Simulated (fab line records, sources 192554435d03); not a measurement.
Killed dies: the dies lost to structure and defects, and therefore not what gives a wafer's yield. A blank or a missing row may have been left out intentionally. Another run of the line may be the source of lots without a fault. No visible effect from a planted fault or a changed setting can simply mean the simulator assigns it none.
fab line records	flow n5_finfet
record lots=11	wafers=33	last_day=17
route steps=1938 shown BEOL_M15@1783 PASSIVATION@1936
lots that met no fault: taken from a fault-free run of the same line
start_h: the number of hours between the record's first day and the start of the first shown wafer of the lot	wait_h: how many hours have passed since the lot's step before this one	" unchanged from the row above	L1.1+2: a row that stands for several wafers	- either no value or no given start	* or withheld: withheld	< > ~ a bound
route shown NAME@n: NAME is a module with steps in the file, n the number in the route of the first one	usual: mean and standard deviation over wafers with no fault	same: alike in all rows	chamber/n: place in a boat	sites: readings site by site	_std_site: their standard deviation	_edge_site: mean of outer sites minus mean of inner sites	radius_mm: how far each site lies from the wafer's centre	mask NAME#n: copy n	behind: the last tool/chamber to shape the wafer	hold: reason for holding the lot/hours on hold/outcome of the hold	device: the transistor (n, p or np) that didn't switch	end of line: the route-end tests of the same wafers	a step without rows: its recipe alone	killed: the dies lost at the first sort to structure and to defects; this is not the yield of the wafer	map: a wafer's dies, marking killed ones x, the rest . and places with no die _
set.NAME: the setting the step ran with; set.NAME@STEP: the setting that earlier step ran with	model.NAME: the simulator's own value behind a step, which no gauge read
the route's steps for a sample of lots (tables are steps, rows are wafers)
services: from which hour (start_h, from the record's first day; less than 0 if before it) a tool's chamber was out of use, for how many hours, and why
## steps
# step N5_BEOL_M15_CD_MEAS_10
# recipe target_cd_nm=360	landing_energy_ev=500	detector=se_inlens	polarity=opening
# usual cd_nm=360.6/1.3
lot.wafer	tool	chamber	start_h	wait_h	cd_nm
L688.1	cd_sem-01	0	242.51	-	362.3
L688.5	"	0	"	"	361.8
L688.6	"	0	"	"	361.1
L689.1	cd_sem-03	0	256.52	-	362.3
L689.2	"	0	"	"	361.0
L689.4	"	0	"	"	362.5
L692.1	cd_sem-01	0	262.59	-	361.3
L692.4	"	0	"	"	361.1
L692.6	"	0	"	"	361.6
L697.1	cd_sem-03	0	296.61	-	361.4
L697.2	"	0	"	"	361.4
L697.6	"	0	"	"	362.3
L699.1	cd_sem-02	0	314.49	-	360.7
L699.2	"	0	"	"	361.8
L699.4	"	0	"	"	361.0
L702.1	cd_sem-01	0	325.62	-	360.7
L702.2	"	0	"	"	360.9
L702.3	"	0	"	"	360.9
L700.1	cd_sem-02	0	328.86	-	358.9
L700.3	"	0	"	"	358.1
L700.4	"	0	"	"	359.6
L705.3	cd_sem-02	0	347.76	-	360.7
L705.4	"	0	"	"	361.6
L705.6	"	0	"	"	360.7
L707.1	cd_sem-01	0	360.45	-	361.2
L707.4	"	0	"	"	359.7
L707.6	"	0	"	"	359.6
L706.1	cd_sem-03	0	360.95	-	359.7
L706.3	"	0	"	"	360.6
L706.6	"	0	"	"	359.1
L711.3	cd_sem-01	0	389.38	-	358.1
L711.4	"	0	"	"	358.7
L711.6	"	0	"	"	359.3
# step N5_BEOL_M15_OVL_MEAS_11
# recipe points_per_wafer=44
# usual V14_OVL=-1/6.2
lot.wafer	tool	chamber	start_h	wait_h	V14_OVL[nm]
L688.1	overlay-01	0	242.54	0.0	1
L688.5	"	0	"	"	1
L688.6	"	0	"	"	7
L689.1	overlay-01	0	256.55	0.0	-5
L689.2	"	0	"	"	-7
L689.4	"	0	"	"	-3
L692.1	overlay-02	0	262.63	0.0	-14
L692.4	"	0	"	"	-7
L692.6	"	0	"	"	-7
L697.1	overlay-02	0	296.64	0.0	2
L697.2	"	0	"	"	-7
L697.6	"	0	"	"	7
L699.1	overlay-01	0	314.52	0.0	-11
L699.2	"	0	"	"	-2
L699.4	"	0	"	"	-2
L702.1	overlay-01	0	325.65	0.0	-13
L702.2	"	0	"	"	-3
L702.3	"	0	"	"	2
L700.1	overlay-02	0	328.89	0.0	-7
L700.3	"	0	"	"	-12
L700.4	"	0	"	"	-4
L705.3	overlay-02	0	347.79	0.0	0
L705.4	"	0	"	"	-5
L705.6	"	0	"	"	-2
L707.1	overlay-02	0	360.48	0.0	0
L707.4	"	0	"	"	-5
L707.6	"	0	"	"	-4
L706.1	overlay-01	0	360.98	0.0	6
L706.3	"	0	"	"	5
L706.6	"	0	"	"	10
L711.3	overlay-01	0	389.41	0.0	3
L711.4	"	0	"	"	9
L711.6	"	0	"	"	-2
# step N5_BEOL_M15_STRIP_63
# recipe chemistry=O2	power_w=600	temp_c=60	pressure_mtorr=30	rf_frequency_hz=6e+07	bias_power_w=0	overash_fraction=0.3	o2_flow_sccm=225
# usual drypump_motor_current_A=5.5/0.51	oes_product_au=0.79/0.088	rf_vpp_V=3.6/0.76	showerhead_plenum_p_Torr=2.09/0.064	throttle_valve_pct=16.66/0.25
lot.wafer	tool	chamber	start_h	wait_h	drypump_motor_current_A	oes_product_au	rf_hours_counter_h	rf_vpp_V	showerhead_plenum_p_Torr	throttle_valve_pct
L688.1	rie_diel-05	2	-	-	6.0	1.00	2	2.8	2.06	16.55
L688.5	"	0	"	"	5.3	0.75	-	4.4	2.08	16.47
L688.6	"	1	"	"	5.6	0.92	-	2.7	2.23	16.64
L689.1	rie_diel-06	0	-	-	5.5	0.74	174	3.7	2.01	16.93
L689.2	"	1	"	"	5.3	0.84	85	4.1	2.12	16.74
L689.4	"	3	"	"	6.8	0.85	63	3.5	2.12	16.44
L692.1	rie_diel-05	1	-	-	5.6	0.90	19	2.1	2.23	16.65
L692.4	"	2	"	"	6.0	0.95	10	3.3	2.06	16.61
L692.6	"	2	"	"	6.0	0.96	-	4.6	2.06	16.59
L697.1	rie_diel-06	2	-	-	5.7	0.73	177	4.6	2.00	17.10
L697.2	"	0	"	"	5.5	0.72	188	3.9	2.00	16.98
L697.6	"	0	"	"	5.5	0.73	-	3.3	2.00	16.96
L699.1	rie_diel-05	3	-	-	5.4	0.70	213	3.8	2.17	16.76
L699.2	"	1	"	"	5.6	0.87	35	1.6	2.22	16.68
L699.4	"	2	"	"	6.0	0.91	23	3.8	2.05	16.59
L702.1	rie_diel-03	1	-	-	5.2	0.66	245	4.0	2.14	16.76
L702.2	"	2	"	"	4.8	0.86	40	3.7	2.05	16.21
L702.3	"	0	"	"	5.3	0.67	237	3.6	2.15	16.78
L700.1	rie_diel-05	1	-	-	5.6	0.86	40	2.7	2.22	16.70
L700.3	"	2	"	"	6.0	0.91	27	4.3	2.05	16.59
L700.4	"	0	"	"	5.3	0.74	206	3.5	2.07	16.53
L705.3	rie_diel-05	1	-	-	5.6	0.85	47	3.7	2.22	16.71
L705.4	"	2	"	"	6.0	0.91	34	2.8	2.05	16.62
L705.6	"	0	"	"	5.3	0.72	-	4.0	2.07	16.52
L707.1	rie_diel-03	3	-	-	5.1	0.78	143	3.4	2.09	16.60
L707.4	"	2	"	"	4.8	0.84	54	2.2	2.04	16.23
L707.6	"	1	"	"	5.2	1.00	-	3.9	2.14	16.31
L706.1	rie_diel-06	3	-	-	6.8	0.81	96	3.5	2.11	16.49
L706.3	"	0	"	"	5.5	0.73	206	4.1	1.99	17.00
L706.6	"	0	"	"	5.4	0.71	-	4.6	1.99	16.99
L711.3	rie_diel-06	3	-	-	6.8	0.79	105	3.3	2.11	16.51
L711.4	"	3	"	"	6.8	0.79	-	3.9	2.11	16.53
L711.6	"	0	"	"	5.5	0.70	-	2.6	1.99	17.02
# step N5_BEOL_M15_STRIP_65
# recipe chemistry=post_etch_residue_remover	time_s=60	temp_c=25	remover_ph=withheld	remover_water_wt_pct=withheld	remover_fluoride_wt_pct=withheld
lot.wafer	tool	chamber	start_h	wait_h
L688.1+5+6	wet_bench-04	4,6,0	243.12	-
L689.1+2+4	wet_bench-04	2,3,4	257.04	-
L692.1+4+6	wet_bench-04	0,1,2	263.37	-
L697.1+2+6	wet_bench-01	2,0,1	297.17	-
L699.1+2+4	wet_bench-01	4,2,1	315.02	-
L702.1+2+3	wet_bench-03	7,4,0	326.15	-
L700.1+3+4	wet_bench-03	7,2,6	329.47	-
L705.3+4+6	wet_bench-03	7,0,1	348.28	-
L707.1+4+6	wet_bench-03	0,6,7	360.98	-
L706.1+3+6	wet_bench-01	0,7,4	361.52	-
L711.3+4+6	wet_bench-01	2,5,6	389.91	-
# step N5_BEOL_M15_INSPECT_30
# recipe mode=adi	inspect_instrument=macro
# usual raw_defect_count=2.2/1.5
lot.wafer	tool	chamber	start_h	wait_h	raw_defect_count
L688.1	defect_inspect-01	-	244.44	0.0	3
L688.5	"	-	"	"	2
L688.6	"	-	"	"	1
L689.1	defect_inspect-02	-	258.03	0.0	4
L689.2	"	-	"	"	0
L689.4	"	-	"	"	2
L692.1	defect_inspect-02	-	264.60	0.0	3
L692.4	"	-	"	"	0
L692.6	"	-	"	"	2
L697.1	defect_inspect-01	-	298.16	0.0	2
L697.2	"	-	"	"	0
L697.6	"	-	"	"	2
L699.1	defect_inspect-02	-	316.13	0.0	2
L699.2	"	-	"	"	4
L699.4	"	-	"	"	0
L702.1	defect_inspect-02	-	327.14	0.0	1
L702.2	"	-	"	"	0
L702.3	"	-	"	"	1
L700.1	defect_inspect-01	-	330.52	0.0	1
L700.3	"	-	"	"	5
L700.4	"	-	"	"	0
L705.3	defect_inspect-02	-	349.70	0.0	>300
L705.4	"	-	"	"	3
L705.6	"	-	"	"	2
L707.1	defect_inspect-02	-	362.32	0.0	4
L707.4	"	-	"	"	1
L707.6	"	-	"	"	>300
L706.1	defect_inspect-01	-	362.51	0.0	2
L706.3	"	-	"	"	5
L706.6	"	-	"	"	1
L711.3	defect_inspect-02	-	391.02	0.0	5
L711.4	"	-	"	"	1
L711.6	"	-	"	"	0
# step N5_PASSIVATION_PROBE_49
# usual defect_limited_yield=91.1/1.4	killed_at_M0_to_M3=35/8.7	killed_at_M4_up=14/5.3	killed_at_contacts=12/6.2	killed_at_front_end=41/12	killed_at_other=3.4/2.6	killed_dies=105/16	killed_open=67/13	killed_short=36/7.3	sort_bin_5_function=5.2/0.96	sort_bin_6_memory=3.3/0.6	sort_n_pass=1075/16	sort_yield_pct=91.1/1.4
# same gross_dies=1180	killed_at_back_side=0	sort_bin_4_leakage[%]=0	sort_bin_8_speed[%]=0
lot.wafer	tool	chamber	start_h	wait_h	defect_limited_yield[%]	killed_at_M0_to_M3	killed_at_M4_up	killed_at_contacts	killed_at_front_end	killed_at_other	killed_dies	killed_open	killed_short	sort_bin_5_function[%]	sort_bin_6_memory[%]	sort_n_pass	sort_yield_pct[%]
L705.3	prober-01	-	372.34	0.1	80.2	30	163	15	26	0	234	58	34	11.9	5.0	946	80.2
L705.4	prober-01	-	372.39	0.2	93.8	26	22	4	21	0	73	42	30	3.3	2.7	1107	93.8
L705.6	prober-01	-	372.49	0.3	94.2	25	18	3	20	2	68	48	18	3.2	2.3	1112	94.2
L707.1	prober-02	-	386.08	0.0	91.5	34	7	9	46	4	100	57	42	4.6	3.6	1080	91.5
L707.4	prober-02	-	386.23	0.2	91.3	27	10	7	48	11	103	69	34	5.5	3.0	1077	91.3
L707.6	prober-02	-	386.33	0.3	80.7	30	145	14	33	6	228	61	25	12.1	4.1	952	80.7
# killed by level:class
L705.3 BEOL_M15:unspecified=141 MOL_CONTACT_COAG:geometric_particle:open=10 BEOL_M2:geometric_particle:open=10 FIN_SAQP:geometric_particle:short=5 GATE_CUT:geometric_particle:short=5 MOL_CONTACT_COAG:geometric_particle:short=5 BEOL_M0_SAQP:geometric_particle:short=5 BEOL_M6:geometric_particle:open=5
L705.4 FIN_SAQP:geometric_particle:short=8 BEOL_M4:geometric_particle:short=7 BEOL_M0_SAQP:geometric_particle:short=5 BEOL_M0:geometric_particle:open=5 BEOL_M1:geometric_particle:open=5 BEOL_M4:geometric_particle:open=5 GATE_CUT:geometric_particle:short=4 MOL_CONTACT_COAG:geometric_particle:open=4
L705.6 BEOL_M0_SAQP:geometric_particle:open=6 BEOL_M2:geometric_particle:open=6 DUMMY_GATE:geometric_particle:open=4 GATE_CUT:geometric_particle:short=4 BEOL_M5:geometric_particle:open=4 FIN_SAQP:geometric_particle:open=3 BEOL_M0:geometric_particle:open=3 BEOL_M3:geometric_particle:open=3
L707.1 FIN_SAQP:geometric_particle:short=11 GATE_CUT:geometric_particle:short=10 BEOL_M0_SAQP:geometric_particle:open=10 MOL_CONTACT_COAG:geometric_particle:open=8 ILD0:geometric_particle:short=6 GATE_CUT:geometric_particle:open=6 BEOL_M1:geometric_particle:open=6 BEOL_M2:geometric_particle:open=6
L707.4 STI_FIN_REVEAL:geometric_particle:open=11 BEOL_M3:geometric_particle:open=9 GATE_CUT:geometric_particle:short=8 FIN_SAQP:geometric_particle:short=7 STARTING-WAFER:geometric_particle:short=6 MOL_CONTACT_COAG:geometric_particle:open=5 BEOL_M0:geometric_particle:open=5 BEOL_M1:geometric_particle:open=5
L707.6 BEOL_M15:unspecified=142 MOL_CONTACT_COAG:geometric_particle:open=12 BEOL_M1:geometric_particle:open=11 FIN_SAQP:geometric_particle:open=6 GATE_CUT:geometric_particle:short=5 BEOL_M0_SAQP:geometric_particle:short=5 BEOL_M0_SAQP:geometric_particle:open=5 BEOL_M2:geometric_particle:open=5
## services
tool	chamber	start_h	hours	kind
rie_diel-05	2	219.60	-	clean
rie_diel-05	2	219.60	-	consumable_replace:focus_ring
rie_diel-05	2	219.60	16.4	scheduled_down
rie_diel-05	2	219.60	16.4	vent_cycle
rie_diel-05	3	240.96	8.6	repair
rie_diel-05	2	283.44	5.7	repair
rie_diel-03	1	291.24	4.8	repair
rie_diel-03	-	296.14	0.2	repair
rie_diel-06	-	307.82	0.2	repair
rie_diel-03	1	340.61	-	clean
rie_diel-03	1	340.61	-	consumable_replace:focus_ring
rie_diel-03	0	341.19	7.5	repair
rie_diel-03	0	369.79	-	clean
rie_diel-03	0	369.79	-	consumable_replace:esc
rie_diel-03	0	369.79	-	consumable_replace:focus_ring
rie_diel-03	0	369.79	35.6	scheduled_down
rie_diel-03	0	369.79	35.6	vent_cycle
rie_diel-06	1	372.25	20.2	repair
wet_bench-01	-	384.36	0.6	repair
rie_diel-05	2	385.76	2.4	repair
## key
first_sign step=N5_BEOL_M15_INSPECT_30	reading=raw_defect_count	direction=up	sigmas=99+	usual=2.2	struck=>300
effect step=N5_PASSIVATION_PROBE_49	reading=killed_at_M4_up	direction=up	sigmas=26	usual=14	struck=154
more_kills_born_at N5_BEOL_M15_STRIP_65@wet_bench-03=283
met_at N5_BEOL_M15_STRIP_65
struck_lots L705,L707
struck_wafers L705.3,L707.6
not_acting_at N5_BEOL_M15_CD_MEAS_10,N5_BEOL_M15_OVL_MEAS_11,N5_BEOL_M15_STRIP_63
onset_between 329.47 348.28
fault kind=chamber_particle_source	tool=wet_bench-03	chamber=7	onset_h=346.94	steps=N5_BEOL_M15_STRIP_65	rate_per_visit_cm2=1.2927	end_h=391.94
